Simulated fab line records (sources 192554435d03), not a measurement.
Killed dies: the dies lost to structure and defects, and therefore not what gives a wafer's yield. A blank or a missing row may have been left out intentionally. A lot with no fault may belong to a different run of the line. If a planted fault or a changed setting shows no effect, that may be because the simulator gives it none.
fab line records	flow n5-finfet
record: lots: 11	wafers: 31	last-day: 17
route steps=1938 shown HKMG_FIN@447 TV_OPEN@1887 PASSIVATION@1936
lots that met no fault: taken from a fault-free run of the same line
start-h: the number of hours between the record's first day and the start of the first shown wafer of the lot	wait-h: time in hours since the lot's previous step	" the same as in the row above	L1.1+2: a single row standing in for several wafers	- no value present, or no start provided	* or withheld: withheld	< > ~ a bound
route shown NAME@n: NAME is a module with steps in the file, n the number in the route of the first one	usual: the fault-free wafers' mean and standard deviation	same: alike in all rows	chamber/n: place in a boat	sites: each site's reading	_std_site: the standard deviation of these	_edge_site: mean of outer sites minus mean of inner sites	radius-mm: for every site, how far away it sits from the centre of the wafer	mask NAME#n: copy n	behind: the most recent tool/chamber to have shaped the wafer	hold: why the lot went on hold/how many hours it stayed there/how the hold came to an end	device: names the non-switching transistor (n, p or np)	end of line: the same wafers' tests at the end of the route	where a step has no rows: the recipe by itself	killed: dies lost to structure and defects at the first sort, not the wafer's yield	map: a wafer's dies, marking killed ones x, the rest . and places with no die _
set.NAME: the setting the step ran with; set.NAME@STEP: the setting that earlier step ran with	model.NAME: the simulator's own value behind a step, which no gauge read
one table for each step of the route and one row for each wafer, over a sample of lots
services: a tool's chamber out of use, with start hour (start-h, from the record's first day; less than 0 if before it), hours out, and reason
== steps ==
step: N5_HKMG_FIN_STRIP_88
recipe: chemistry: N2/H2	power-w: 2500	temp-c: 300	h2-frac: 0.65	time-s: 360	pressure-mtorr: withheld	n2-flow-sccm: 1750	h2-flow-sccm: 3250
usual: drypump-motor-current-A: 5.5/0.49	heater-power-w: 430/14
lot.wafer	tool	chamber	start-h	wait-h	drypump-motor-current-A	heater-power-w	rf-hours-counter-h
L207.4	plasma-asher-01	0	83.03	0.1	5.0	439	-
L207.5	"	0	"	"	5.0	446	-
L207.6	"	1	"	"	5.5	422	-
L209.1	plasma-asher-02	1	91.81	0.0	5.4	414	90
L209.3	"	1	"	"	5.4	412	-
L209.4	"	0	"	"	6.4	425	-
L210.2	plasma-asher-02	1	96.70	0.0	5.5	418	91
L210.4	"	0	"	"	6.4	430	-
L210.5	"	1	"	"	5.5	421	-
L211.1	plasma-asher-01	0	105.27	0.0	5.0	444	45
L211.2	"	1	"	"	5.5	429	45
L211.4	"	0	"	"	4.9	442	-
L212.2	plasma-asher-01	0	106.76	0.0	5.0	460	45
L212.3	"	1	"	"	5.6	436	-
L212.5	"	0	"	"	5.0	451	-
L215.1	plasma-asher-01	1	130.58	0.0	5.6	417	50
L215.4	"	1	"	"	5.6	429	-
L215.6	"	0	"	"	5.0	444	-
L216.1	plasma-asher-02	0	139.21	0.0	6.4	420	99
L216.5	"	0	"	"	6.4	430	-
L221.3	plasma-asher-01	0	164.61	0.1	5.0	450	-
L221.5	"	1	"	"	5.5	420	-
L221.6	"	0	"	"	4.9	439	-
L225.1	plasma-asher-02	1	187.49	0.0	5.5	410	110
L225.3	"	1	"	"	5.5	410	-
L225.6	"	0	"	"	6.3	418	-
L227.1	plasma-asher-02	0	196.68	0.0	6.4	420	113
L227.2	"	1	"	"	5.4	413	113
L227.6	"	1	"	"	5.4	411	-
L228.1	plasma-asher-01	1	203.95	0.0	5.5	431	64
L228.5	"	1	"	"	5.6	425	-
step: N5_PASSIVATION_PASS_ETCH_74
recipe: chemistry: CF4/O2	target: SiNx	target-depth-a: 2200	time-s: 110	ion-energy-ev: 100	pressure-mtorr: 40	source-w: 535	bias-w: 49	Ar_flow_sccm: 100	cf4-flow-sccm: 100	O2_flow_sccm: 10
usual: drypump-motor-current-A: 5.6/0.5	oes_f_703_au: 0.83/0.092	oes-product-au: 0.82/0.095	rf-vpp-V: 238/4.6	showerhead-plenum-p-Torr: 2.19/0.081	throttle-valve-pct: 15.81/0.28
lot.wafer	tool	chamber	start-h	wait-h	drypump-motor-current-A	oes_f_703_au	oes-product-au	rf-hours-counter-h	rf-vpp-V	showerhead-plenum-p-Torr	throttle-valve-pct
L207.4	rie-diel-04	2	241.44	0.0	6.3	0.73	0.70	237	232	2.17	16.33
L207.5	"	0	"	"	5.1	0.71	0.70	-	244	2.09	15.96
L207.6	"	3	"	"	6.1	0.77	0.76	-	233	2.12	16.06
L210.2	rie-diel-03	2	263.89	0.0	6.6	0.75	0.74	181	242	2.26	15.93
L210.4	"	3	"	"	5.4	0.90	0.92	27	236	2.16	15.89
L210.5	"	2	"	"	6.6	0.75	0.74	-	241	2.26	15.91
L209.1	rie-diel-03	3	270.32	0.0	5.4	0.90	0.92	29	236	2.16	15.91
L209.3	"	2	"	"	6.5	0.74	0.74	183	241	2.26	15.95
L209.4	"	0	"	"	5.6	0.95	0.93	16	234	2.16	15.80
L211.1	rie-diel-05	1	279.90	0.0	5.8	0.91	0.92	12	243	2.34	15.50
L211.2	"	2	"	"	5.7	0.98	0.99	5	239	2.26	15.42
L211.4	"	3	"	"	5.0	0.95	0.93	26	232	2.15	15.32
L212.2	rie-diel-04	1	301.88	0.0	5.0	0.71	0.68	204	232	2.10	16.06
L212.3	"	3	"	"	6.0	0.75	0.74	166	232	2.12	16.10
L212.5	"	3	"	"	6.0	0.75	0.73	-	232	2.12	16.08
L215.1	rie-diel-04	1	308.79	0.0	5.0	0.70	0.69	208	231	2.10	16.07
L215.4	"	0	"	"	5.1	0.69	0.69	-	245	2.08	16.01
L215.6	"	1	"	"	5.0	0.70	0.68	-	232	2.10	16.08
L216.1	rie-diel-05	1	316.74	0.0	5.8	0.88	0.89	21	242	2.33	15.52
L216.5	"	3	"	"	5.0	0.93	0.91	-	233	2.15	15.33
L221.3	rie-diel-05	1	348.01	0.0	5.8	0.86	0.88	31	243	2.33	15.54
L221.5	"	1	"	"	5.8	0.87	0.86	-	241	2.33	15.53
L221.6	"	2	"	"	5.7	0.92	0.92	-	241	2.25	15.45
L225.1	rie-diel-05	2	370.37	0.0	5.7	0.91	0.90	29	239	2.25	15.48
L225.3	"	0	"	"	5.5	0.82	0.80	106	240	2.22	15.56
L225.6	"	2	"	"	5.7	0.91	0.91	-	240	2.25	15.47
L227.1	rie-diel-03	1	374.26	0.0	4.9	0.79	0.80	100	241	2.30	16.23
L227.2	"	0	"	"	5.7	0.89	0.88	45	233	2.15	15.85
L227.6	"	0	"	"	5.7	0.89	0.88	-	235	2.15	15.86
L228.1	rie-diel-05	0	391.44	0.0	5.5	0.82	0.80	112	240	2.21	15.57
L228.5	"	1	"	"	5.8	0.85	0.85	-	242	2.32	15.56
step: N5_PASSIVATION_VIA_ETCH_13
recipe: chemistry: CHF3/O2	target: SiO2	target-depth-a: 6600	CHF3_flow_sccm: 50	O2_flow_sccm: 5	Ar_flow_sccm: 200	time-s: 330	mask-material: PR	pressure-mtorr: 30	source-w: 650	bias-w: 170	ion-energy-ev: 200	ends: cleared
usual: drypump-motor-current-A: 5.6/0.5	etch-rf-on-time-s: 236/5.6	oes_f_703_au: 0.83/0.092	oes-product-au: 0.74/0.084	rf-vpp-V: 517/9.8	showerhead-plenum-p-Torr: 2.40/0.095	throttle-valve-pct: 18.68/0.26
lot.wafer	tool	chamber	start-h	wait-h	drypump-motor-current-A	etch-rf-on-time-s	oes_f_703_au	oes-product-au	rf-hours-counter-h	rf-vpp-V	showerhead-plenum-p-Torr	throttle-valve-pct
L207.4	rie-diel-04	2	241.53	0.0	6.3	233	0.73	0.62	237	506	2.37	19.14
L207.5	"	0	"	"	5.1	235	0.71	0.62	-	531	2.27	18.76
L207.6	"	3	"	"	6.0	236	0.77	0.68	-	508	2.31	18.85
L210.2	rie-diel-03	2	263.98	0.0	6.6	234	0.74	0.67	181	526	2.48	18.81
L210.4	"	3	"	"	5.4	229	0.91	0.82	27	513	2.36	18.83
L210.5	"	2	"	"	6.6	238	0.74	0.67	-	526	2.48	18.83
L209.1	rie-diel-03	3	270.41	0.0	5.4	228	0.90	0.82	29	511	2.36	18.83
L209.3	"	2	"	"	6.6	239	0.74	0.67	183	527	2.48	18.81
L209.4	"	0	"	"	5.7	236	0.95	0.83	16	509	2.36	18.67
L211.1	rie-diel-05	1	279.99	0.0	5.8	243	0.91	0.84	12	527	2.57	18.49
L211.2	"	2	"	"	5.7	231	0.98	0.88	5	522	2.46	18.27
L211.4	"	3	"	"	5.0	234	0.94	0.82	26	508	2.35	18.19
L212.2	rie-diel-04	1	301.97	0.0	5.0	242	0.71	0.62	204	504	2.30	18.96
L212.3	"	3	"	"	6.1	234	0.75	0.66	166	507	2.30	18.90
L212.5	"	3	"	"	6.1	238	0.75	0.66	-	507	2.30	18.89
L215.1	rie-diel-04	1	308.88	0.0	5.0	239	0.70	0.60	208	504	2.30	18.95
L215.4	"	0	"	"	5.1	236	0.69	0.61	-	533	2.27	18.79
L215.6	"	1	"	"	5.0	245	0.70	0.61	-	504	2.30	18.95
L216.1	rie-diel-05	1	316.83	0.0	5.8	239	0.89	0.82	21	527	2.56	18.53
L216.5	"	3	"	"	5.0	234	0.93	0.81	-	509	2.35	18.23
L221.3	rie-diel-05	1	348.10	0.0	5.8	236	0.87	0.80	31	528	2.56	18.51
L221.5	"	1	"	"	5.8	241	0.87	0.80	-	527	2.56	18.52
L221.6	"	2	"	"	5.7	234	0.92	0.83	-	522	2.46	18.30
L225.1	rie-diel-05	2	370.46	0.0	5.7	231	0.92	0.82	29	522	2.45	18.31
L225.3	"	0	"	"	5.5	241	0.81	0.72	106	521	2.43	18.45
L225.6	"	2	"	"	5.7	236	0.92	0.82	-	522	2.45	18.31
L227.1	rie-diel-03	1	374.35	0.0	4.9	230	0.79	0.72	100	527	2.51	19.12
L227.2	"	0	"	"	5.6	227	0.89	0.78	45	510	2.35	18.71
L227.6	"	0	"	"	5.6	234	0.89	0.79	-	509	2.34	18.74
L228.1	rie-diel-05	0	391.53	0.0	5.5	236	0.80	0.72	112	521	2.42	18.45
L228.5	"	1	"	"	5.8	244	0.85	0.78	-	527	2.56	18.55
step: N5_PASSIVATION_PROBE_49
usual: defect-limited-yield: 91.5/1.6	killed_at_M0_to_M3: 33/10	killed_at_M4_up: 13/5.6	killed-at-contacts: 13/6	killed-at-front-end: 39/12	killed-at-other: 3.0/2.8	killed-dies: 101/19	killed-open: 65/13	killed-short: 32/8.3	sort_bin_5_function: 5.0/1	sort_bin_6_memory: 3.1/0.69	sort-n-pass: 1079/19	sort-yield-pct: 91.5/1.6
same: gross-dies: 1180	killed-at-back-side: 0	sort_bin_4_leakage[%]: 0	sort_bin_8_speed[%]: 0
lot.wafer	tool	chamber	start-h	wait-h	defect-limited-yield[%]	killed_at_M0_to_M3	killed_at_M4_up	killed-at-contacts	killed-at-front-end	killed-at-other	killed-dies	killed-open	killed-short	sort_bin_5_function[%]	sort_bin_6_memory[%]	sort-n-pass	sort-yield-pct[%]
L207.4	prober-02	-	248.96	0.2	91.1	37	7	17	35	9	105	62	43	5.0	3.6	1075	91.1
L207.5	prober-02	-	249.01	0.2	93.1	31	4	21	22	4	82	51	26	4.6	2.0	1098	93.1
L207.6	prober-02	-	249.06	0.3	93.1	20	8	17	36	1	82	44	33	3.6	2.5	1098	93.1
L210.2	prober-01	-	270.50	0.2	91.1	32	12	17	37	7	105	74	25	4.9	3.5	1075	91.1
L210.4	prober-01	-	270.60	0.3	92.9	30	7	13	23	11	84	55	27	3.6	3.2	1096	92.9
L210.5	prober-01	-	270.65	0.3	92.8	21	12	9	37	6	85	58	22	4.2	2.6	1095	92.8
L209.1	prober-02	-	278.39	0.0	93.2	29	11	6	33	1	80	43	30	4.0	2.0	1100	93.2
L209.3	prober-02	-	278.49	0.1	91.7	36	16	8	38	0	98	72	25	5.0	3.1	1082	91.7
L209.4	prober-02	-	278.54	0.2	91.8	36	16	6	38	1	97	68	28	4.9	3.1	1083	91.8
L211.1	prober-02	-	286.85	0.0	90.8	54	8	7	36	3	108	62	43	4.6	4.3	1072	90.8
L211.2	prober-02	-	286.90	0.1	87.6	60	18	13	47	8	146	81	60	6.9	4.4	1034	87.6
L211.4	prober-02	-	287.00	0.2	88.9	40	32	14	40	5	131	81	46	6.2	4.1	1049	88.9
L212.2	prober-01	-	308.35	0.1	94.2	25	9	8	27	0	69	50	16	3.1	2.8	1111	94.2
L212.3	prober-01	-	308.40	0.1	90.3	42	10	16	44	3	115	81	32	5.3	3.9	1065	90.3
L212.5	prober-01	-	308.50	0.2	91.7	41	16	10	29	2	98	55	41	5.1	3.1	1082	91.7
L215.1	prober-02	-	315.71	0.0	91.9	25	10	21	39	0	95	68	22	4.8	2.7	1085	91.9
L215.4	prober-02	-	315.86	0.2	91.7	32	14	16	36	0	98	68	26	5.1	3.1	1082	91.7
L215.6	prober-02	-	315.96	0.3	89.7	40	17	14	47	4	122	89	31	6.6	3.6	1058	89.7
L216.1	prober-02	-	323.61	0.0	91.0	49	19	11	24	3	106	71	34	5.8	3.0	1074	91.0
L216.5	prober-02	-	323.81	0.2	88.6	43	12	35	44	0	134	83	49	7.3	4.0	1046	88.6
L221.3	prober-01	-	355.55	0.1	91.7	27	16	18	37	0	98	70	28	5.0	3.1	1082	91.7
L221.5	prober-01	-	355.65	0.2	92.5	34	14	12	28	0	88	52	34	3.9	3.2	1092	92.5
L221.6	prober-01	-	355.70	0.3	92.7	28	10	16	30	2	86	58	26	5.1	1.9	1094	92.7
L225.1	prober-01	-	376.89	0.0	86.1	34	4	2	124	0	164	47	14	9.2	3.8	1016	86.1
L225.3	prober-01	-	376.99	0.1	84.7	18	9	17	135	1	180	51	19	9.0	4.0	1000	84.7
L225.6	prober-01	-	377.14	0.3	94.8	26	8	2	22	3	61	38	23	3.1	1.9	1119	94.8
L227.1	prober-02	-	380.59	0.0	90.3	45	15	14	36	5	115	77	29	5.9	3.2	1065	90.3
L227.2	prober-02	-	380.64	0.1	83.5	25	14	23	123	10	195	70	30	12.2	3.7	985	83.5
L227.6	prober-02	-	380.84	0.3	81.1	60	8	23	127	5	223	91	37	11.4	5.6	957	81.1
L228.1	prober-01	-	397.93	0.0	89.2	31	13	17	63	3	127	84	35	5.4	4.6	1053	89.2
L228.5	prober-01	-	398.13	0.2	89.0	30	9	26	60	5	130	80	39	6.8	3.3	1050	89.0
killed by level:class
L207.4 BEOL_M0_SAQP:geometric-particle:open=14 MOL_CONTACT_COAG:geometric-particle:open=12 BEOL_M0_SAQP:geometric-particle:short=8 FIN_SAQP:geometric-particle:short=6 BEOL_M1:geometric-particle:open=6 DUMMY_GATE:geometric-particle:short=5 MOL_CONTACT_COAG:geometric-particle:short=5 FIN_SAQP:geometric-particle:open=4
L207.5 MOL_CONTACT_COAG:geometric-particle:open=18 BEOL_M0_SAQP:geometric-particle:open=6 BEOL_M2:geometric-particle:open=6 BEOL_M1:geometric-particle:open=4 FIN_SAQP:geometric-particle:short=3 STI_FIN_REVEAL:geometric-particle:open=3 ILD0:geometric-particle:short=3 GATE_CUT:geometric-particle:short=3
L207.6 MOL_CONTACT_COAG:geometric-particle:open=11 GATE_CUT:geometric-particle:short=8 DUMMY_GATE:geometric-particle:open=7 MOL_CONTACT_COAG:geometric-particle:short=6 FIN_SAQP:geometric-particle:open=6 FIN_SAQP:geometric-particle:short=6 BEOL_M4:geometric-particle:open=6 GATE_CUT:geometric-particle:open=3
L210.2 FIN_SAQP:geometric-particle:open=16 MOL_CONTACT_COAG:geometric-particle:open=13 FIN_SAQP:geometric-particle:short=10 BEOL_M2:geometric-particle:open=9 BEOL_M1:geometric-particle:open=6 DUMMY_GATE:geometric-particle:open=5 BEOL_M3:geometric-particle:open=5 MOL_CONTACT_COAG:geometric-particle:short=4
L210.4 MOL_CONTACT_COAG:geometric-particle:open=9 FIN_SAQP:geometric-particle:open=6 BEOL_M3:geometric-particle:open=6 BEOL_M0_SAQP:geometric-particle:open=5 BEOL_M3:geometric-particle:short=5 PASS1_DEP:geometric-particle:open=5 BEOL_M1:geometric-particle:open=4 BEOL_M5:geometric-particle:open=4
L210.5 FIN_SAQP:geometric-particle:open=12 BEOL_M3:geometric-particle:open=10 MOL_CONTACT_COAG:geometric-particle:open=8 FIN_SAQP:geometric-particle:short=5 BEOL_M2:geometric-particle:open=5 DUMMY_GATE:geometric-particle:open=4 STARTING-WAFER:geometric-particle:open=3 STI_FIN_REVEAL:geometric-particle:short=2
L209.1 BEOL_M0_SAQP:geometric-particle:short=9 BEOL_M1:geometric-particle:open=6 HKMG_FIN:area-etch=6 BEOL_M4:geometric-particle:short=5 DUMMY_GATE:geometric-particle:open=4 ILD0:geometric-particle:short=4 MOL_CONTACT_COAG:geometric-particle:open=4 BEOL_M0_SAQP:geometric-particle:open=4
L209.3 BEOL_M0_SAQP:geometric-particle:open=10 STI_FIN_REVEAL:geometric-particle:open=9 MOL_CONTACT_COAG:geometric-particle:open=7 BEOL_M0_SAQP:geometric-particle:short=7 DUMMY_GATE:geometric-particle:open=6 BEOL_M1:geometric-particle:open=6 BEOL_M3:geometric-particle:open=6 GATE_CUT:geometric-particle:short=5
L209.4 STI_FIN_REVEAL:geometric-particle:open=11 BEOL_M2:geometric-particle:open=9 BEOL_M0_SAQP:geometric-particle:open=7 FIN_SAQP:geometric-particle:open=6 BEOL_M4:geometric-particle:open=6 BEOL_M1:geometric-particle:open=5 MOL_CONTACT_COAG:geometric-particle:open=5 BEOL_M2:geometric-particle:short=5
L211.1 BEOL_M0_SAQP:geometric-particle:open=17 BEOL_M0_SAQP:geometric-particle:short=15 BEOL_M1:geometric-particle:open=7 STARTING-WAFER:geometric-particle:open=6 BEOL_M2:geometric-particle:open=6 STI_FIN_REVEAL:geometric-particle:open=4 DUMMY_GATE:geometric-particle:open=4 MOL_CONTACT_COAG:geometric-particle:open=4
L211.2 BEOL_M0_SAQP:geometric-particle:open=20 BEOL_M0_SAQP:geometric-particle:short=17 FIN_SAQP:geometric-particle:short=10 MOL_CONTACT_COAG:geometric-particle:open=9 STI_FIN_REVEAL:geometric-particle:open=8 FIN_SAQP:geometric-particle:open=6 BEOL_M1:geometric-particle:open=6 BEOL_M2:geometric-particle:short=5
L211.4 BEOL_M4:geometric-particle:open=15 BEOL_M2:geometric-particle:open=13 BEOL_M0_SAQP:geometric-particle:short=11 MOL_CONTACT_COAG:geometric-particle:open=9 BEOL_M0_SAQP:geometric-particle:open=7 STI_FIN_REVEAL:geometric-particle:open=6 MOL_CONTACT_COAG:geometric-particle:short=5 BEOL_M4:geometric-particle:short=5
L212.2 FIN_SAQP:geometric-particle:open=11 MOL_CONTACT_COAG:geometric-particle:open=8 BEOL_M2:geometric-particle:open=8 FIN_SAQP:geometric-particle:short=6 BEOL_M0_SAQP:geometric-particle:open=6 STI_FIN_REVEAL:geometric-particle:open=5 BEOL_M4:geometric-particle:open=4 BEOL_M2:geometric-particle:short=3
L212.3 MOL_CONTACT_COAG:geometric-particle:open=13 FIN_SAQP:geometric-particle:open=12 BEOL_M2:geometric-particle:open=8 BEOL_M1:geometric-particle:open=8 BEOL_M0_SAQP:geometric-particle:short=6 BEOL_M3:geometric-particle:open=6 FIN_SAQP:geometric-particle:short=5 STI_FIN_REVEAL:geometric-particle:open=5
L212.5 FIN_SAQP:geometric-particle:short=11 FIN_SAQP:geometric-particle:open=7 BEOL_M0_SAQP:geometric-particle:short=7 BEOL_M2:geometric-particle:open=7 MOL_CONTACT_COAG:geometric-particle:open=6 BEOL_M0_SAQP:geometric-particle:open=6 BEOL_M0:geometric-particle:open=6 BEOL_M1:geometric-particle:open=5
L215.1 MOL_CONTACT_COAG:geometric-particle:open=20 STI_FIN_REVEAL:geometric-particle:open=16 BEOL_M0_SAQP:geometric-particle:open=9 BEOL_M0_SAQP:geometric-particle:short=7 FIN_SAQP:geometric-particle:short=5 FIN_SAQP:geometric-particle:open=4 DUMMY_GATE:geometric-particle:open=3 ILD0:geometric-particle:open=3
L215.4 MOL_CONTACT_COAG:geometric-particle:open=10 STI_FIN_REVEAL:geometric-particle:open=9 DUMMY_GATE:geometric-particle:open=8 BEOL_M1:geometric-particle:open=8 BEOL_M3:geometric-particle:open=6 ILD0:geometric-particle:open=5 BEOL_M4:geometric-particle:open=5 STI_FIN_REVEAL:geometric-particle:short=4
L215.6 FIN_SAQP:geometric-particle:open=16 MOL_CONTACT_COAG:geometric-particle:open=13 STI_FIN_REVEAL:geometric-particle:open=9 BEOL_M3:geometric-particle:open=9 BEOL_M0_SAQP:geometric-particle:open=7 BEOL_M0_SAQP:geometric-particle:short=7 BEOL_M0:geometric-particle:open=7 BEOL_M4:geometric-particle:open=5
L216.1 BEOL_M3:geometric-particle:open=11 MOL_CONTACT_COAG:geometric-particle:open=10 FIN_SAQP:geometric-particle:open=9 BEOL_M0_SAQP:geometric-particle:short=9 BEOL_M4:geometric-particle:open=8 BEOL_M0:geometric-particle:open=7 BEOL_M2:geometric-particle:open=6 FIN_SAQP:geometric-particle:short=5
L216.5 MOL_CONTACT_COAG:geometric-particle:open=25 BEOL_M0_SAQP:geometric-particle:short=14 BEOL_M0_SAQP:geometric-particle:open=13 FIN_SAQP:geometric-particle:open=11 FIN_SAQP:geometric-particle:short=11 MOL_CONTACT_COAG:geometric-particle:short=9 STARTING-WAFER:geometric-particle:open=6 BEOL_M0:geometric-particle:open=5
L221.3 FIN_SAQP:geometric-particle:open=17 MOL_CONTACT_COAG:geometric-particle:open=11 BEOL_M0_SAQP:geometric-particle:short=8 BEOL_M3:geometric-particle:open=8 MOL_CONTACT_COAG:geometric-particle:short=7 STI_FIN_REVEAL:geometric-particle:open=5 BEOL_M0_SAQP:geometric-particle:open=5 DUMMY_GATE:geometric-particle:open=4
L221.5 BEOL_M3:geometric-particle:open=12 MOL_CONTACT_COAG:geometric-particle:open=9 BEOL_M0_SAQP:geometric-particle:short=8 BEOL_M4:geometric-particle:open=6 FIN_SAQP:geometric-particle:open=4 FIN_SAQP:geometric-particle:short=4 BEOL_M1:geometric-particle:open=4 BEOL_M3:geometric-particle:short=4
L221.6 MOL_CONTACT_COAG:geometric-particle:open=13 BEOL_M0_SAQP:geometric-particle:open=7 DUMMY_GATE:geometric-particle:open=6 BEOL_M0_SAQP:geometric-particle:short=6 FIN_SAQP:geometric-particle:short=4 FIN_SAQP:geometric-particle:open=4 BEOL_M1:geometric-particle:open=4 BEOL_M3:geometric-particle:open=4
L225.1 HKMG_FIN:unspecified=102 BEOL_M2:geometric-particle:open=12 BEOL_M0_SAQP:geometric-particle:open=9 BEOL_M0_SAQP:geometric-particle:short=5 BEOL_M1:geometric-particle:open=5 STI_FIN_REVEAL:geometric-particle:open=4 DUMMY_GATE:geometric-particle:open=4 GATE_CUT:geometric-particle:short=4
L225.3 HKMG_FIN:unspecified=99 MOL_CONTACT_COAG:geometric-particle:open=14 HKMG_FIN:area-etch=10 BEOL_M2:geometric-particle:open=7 BEOL_M3:geometric-particle:open=5 BEOL_M4:geometric-particle:open=5 DUMMY_GATE:geometric-particle:open=4 BEOL_M0_SAQP:geometric-particle:open=4
L225.6 BEOL_M2:geometric-particle:open=8 BEOL_M3:geometric-particle:open=7 STI_FIN_REVEAL:geometric-particle:open=4 BEOL_M3:geometric-particle:short=4 FIN_SAQP:geometric-particle:short=3 BEOL_M4:geometric-particle:open=3 FIN_SAQP:geometric-particle:open=2 DUMMY_GATE:geometric-particle:short=2
L227.1 MOL_CONTACT_COAG:geometric-particle:open=12 BEOL_M0_SAQP:geometric-particle:open=11 FIN_SAQP:geometric-particle:open=7 STI_FIN_REVEAL:geometric-particle:open=7 BEOL_M1:geometric-particle:open=7 GATE_CUT:geometric-particle:short=6 BEOL_M0_SAQP:geometric-particle:short=6 BEOL_M3:geometric-particle:open=6
L227.2 HKMG_FIN:unspecified=93 MOL_CONTACT_COAG:geometric-particle:open=20 STI_FIN_REVEAL:geometric-particle:open=9 BEOL_M4:geometric-particle:open=7 BEOL_M1:geometric-particle:open=6 BEOL_M3:geometric-particle:open=6 BEOL_M3:geometric-particle:short=5 FIN_SAQP:geometric-particle:open=4
L227.6 HKMG_FIN:unspecified=95 MOL_CONTACT_COAG:geometric-particle:open=19 BEOL_M3:geometric-particle:open=18 BEOL_M1:geometric-particle:open=14 STI_FIN_REVEAL:geometric-particle:open=13 BEOL_M0_SAQP:geometric-particle:short=9 BEOL_M0_SAQP:geometric-particle:open=7 BEOL_M2:geometric-particle:open=7
L228.1 STI_FIN_REVEAL:geometric-particle:open=19 MOL_CONTACT_COAG:geometric-particle:open=14 FIN_SAQP:geometric-particle:open=12 BEOL_M0_SAQP:geometric-particle:open=11 BEOL_M0_SAQP:geometric-particle:short=9 FIN_SAQP:geometric-particle:short=9 BEOL_M5:geometric-particle:open=6 HKMG_FIN:area-etch=6
L228.5 MOL_CONTACT_COAG:geometric-particle:open=21 STI_FIN_REVEAL:geometric-particle:open=16 GATE_CUT:geometric-particle:short=13 BEOL_M0_SAQP:geometric-particle:open=13 FIN_SAQP:geometric-particle:short=6 HKMG_FIN:area-etch=6 FIN_SAQP:geometric-particle:open=5 BEOL_M0_SAQP:geometric-particle:short=5
== services ==
tool	chamber	start-h	hours	kind
plasma-asher-02	-	134.73	1.1	repair
rie-diel-03	3	162.99	-	clean
rie-diel-05	3	180.01	-	clean
rie-diel-05	3	180.01	-	consumable-replace:focus-ring
rie-diel-05	3	180.01	23.3	scheduled-down
rie-diel-05	3	180.01	23.3	vent-cycle
rie-diel-04	1	183.48	4.8	repair
rie-diel-05	1	212.43	-	clean
rie-diel-05	1	212.43	-	consumable-replace:focus-ring
rie-diel-05	1	212.43	-	consumable-replace:showerhead
rie-diel-05	1	212.43	30.8	scheduled-down
rie-diel-05	1	212.43	30.8	vent-cycle
rie-diel-05	2	243.42	-	clean
rie-diel-05	2	243.42	-	consumable-replace:focus-ring
rie-diel-05	2	243.42	18.1	scheduled-down
rie-diel-05	2	243.42	18.1	vent-cycle
plasma-asher-01	-	295.45	15.6	pm
plasma-asher-02	-	311.06	2.8	pm
rie-diel-03	1	342.20	1.8	repair
rie-diel-04	1	359.38	18.2	repair
rie-diel-05	3	367.83	2.5	repair
rie-diel-03	3	370.70	7.7	repair
rie-diel-04	2	385.79	2.7	repair
rie-diel-03	3	389.13	16.0	repair
== key ==
first-sign: step: N5_PASSIVATION_PROBE_49	reading: killed-at-front-end	direction: up	sigmas: 7.5	usual: 39	struck: 127
effect: step: N5_PASSIVATION_PROBE_49	reading: defect-limited-yield	direction: down	sigmas: 4.7	usual: 91.5	struck: 83.9
more-kills-born-at: N5_HKMG_FIN_STRIP_88@plasma-asher-02: 389
met-at N5_HKMG_FIN_STRIP_88
struck-lots L225,L227
struck-wafers L225.1,L225.3,L227.2,L227.6
baseline-loss: step: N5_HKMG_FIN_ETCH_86	wafers: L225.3
not-acting-at N5_PASSIVATION_PASS_ETCH_74,N5_PASSIVATION_VIA_ETCH_13
onset-between 96.70 187.49
fault: kind: chamber-particle-source	tool: plasma-asher-02	chamber: 1	onset-h: 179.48	steps: N5_HKMG_FIN_STRIP_88	rate-per-visit-cm2: 0.42273	end-h: 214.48
baseline-loss: these wafers lose ten dies or more at that step, a loss of the line's own and not of a fault; the sort's usual values leave them out
